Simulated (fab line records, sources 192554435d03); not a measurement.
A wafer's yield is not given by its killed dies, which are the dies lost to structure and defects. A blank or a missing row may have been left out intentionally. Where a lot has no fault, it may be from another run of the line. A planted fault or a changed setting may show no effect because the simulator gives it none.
Split-lot study -- flow n5-finfet -- 21 wafers read from 7 lots, route of 1938 steps

## THE SPLIT ITSELF
At N5_BEOL_M14_DEP_53 (deposits SiCN from 3MS/NH3, target thk 50 nm, time 17.8 s), the setting time-s was moved away from the recipe's 17.8 s on 12 of the 21 wafers read, by -7.1% to +8.9%. This setting was run at the recipe's value on the other wafers.

The reading is taken at the split's own step.

## THE READING
SiCN_of_BEOL_M14_DEP_53.thk-nm (the simulator's own value, which no gauge read), in nm, at N5_BEOL_M14_DEP_53 (deposits SiCN from 3MS/NH3, target thk 50 nm, time 17.8 s). The file gives no usual value for it. Here, 9 wafers ran the recipe; their average is 50.1 nm with a standard deviation of 0.7 nm.

wafer,"tool, chamber at the split","time-s as run, s",against the recipe,"SiCN_of_BEOL_M14_DEP_53.thk-nm, nm",against lot-mates on the recipe
L074.2,"pecvd-03, 1",17.8,recipe,50.4,-
L074.4,"pecvd-03, 0",19.39,+8.9%,55,+4.6
L074.5,"pecvd-03, 2",19.39,+8.9%,55.2,+4.8
L075.3,"pecvd-01, 1",16.77,-5.8%,46.4,no lot-mate on the recipe
L075.4,"pecvd-01, 1",16.77,-5.8%,47.4,no lot-mate on the recipe
L075.5,"pecvd-01, 2",16.77,-5.8%,47.2,no lot-mate on the recipe
L080.2,"pecvd-03, 2",17.8,recipe,49.6,-
L080.3,"pecvd-03, 1",17.8,recipe,49.8,-
L080.4,"pecvd-03, 0",17.8,recipe,50.4,-
L084.1,"pecvd-01, 1",17.8,recipe,49.4,-
L084.3,"pecvd-01, 2",17.8,recipe,48.8,-
L084.5,"pecvd-01, 1",17.8,recipe,50.2,-
L086.2,"pecvd-03, 1",16.54,-7.1%,47.4,-3.8
L086.4,"pecvd-03, 2",17.8,recipe,51.2,-
L086.6,"pecvd-03, 1",16.54,-7.1%,48.2,-3.0
L091.1,"pecvd-01, 0",17.11,-3.9%,48.8,no lot-mate on the recipe
L091.4,"pecvd-01, 2",17.11,-3.9%,48,no lot-mate on the recipe
L091.6,"pecvd-01, 1",17.11,-3.9%,48.6,no lot-mate on the recipe
L097.3,"pecvd-01, 0",19.19,+7.8%,54,+3.2
L097.4,"pecvd-01, 0",19.19,+7.8%,55,+4.2
L097.6,"pecvd-01, 1",17.8,recipe,50.8,-

THE FIT
A straight line over all 21 wafers: SiCN_of_BEOL_M14_DEP_53.thk-nm changes by +0.504 nm for each +1% of time-s; r = +0.97; the points scatter about the line by 0.71 nm.
The same after taking each lot's own level away (the mean of its wafers on the recipe; 15 wafers): +0.496 nm for each +1%; r = +0.99; scatter 0.43 nm.
That fit puts the effect of the largest move of time-s on the reading at 4.4 nm.
From 49.47 to 51.20 nm: that is the span of the lots' own levels, equal to 2.5 times the standard deviation above.
Hence the lot-to-lot level has little effect on the slope; both slopes agree.
Check: +4.42 nm against its lot-mates is what the line predicts for one of the wafers moved furthest among these (+8.9%) when that wafer is left out of the fit. Against them it came out at +4.6 nm.

## OTHER SPLITS ON THESE WAFERS
Note: prior to the reading, these wafers also went through further splits. Each is held against what the fit with the lots' levels taken away leaves over:
other split on the same wafers,wafers away from the commonest value,r with SiCN_of_BEOL_M14_DEP_53.thk-nm (lot level and that fit taken away)
N5_BEOL_M13_ILD_DEP_00 time-s,8,+0.34
N5_BEOL_M13_SPUTTER_43 time-s,9,+0.05
N5_BEOL_M13_SPUTTER_44 power-w,6,+0.34

## FILE'S OWN FIT
SiCN_of_BEOL_M14_DEP_53.thk-nm changes by +0.497 nm for each +1% of time-s, r = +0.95.
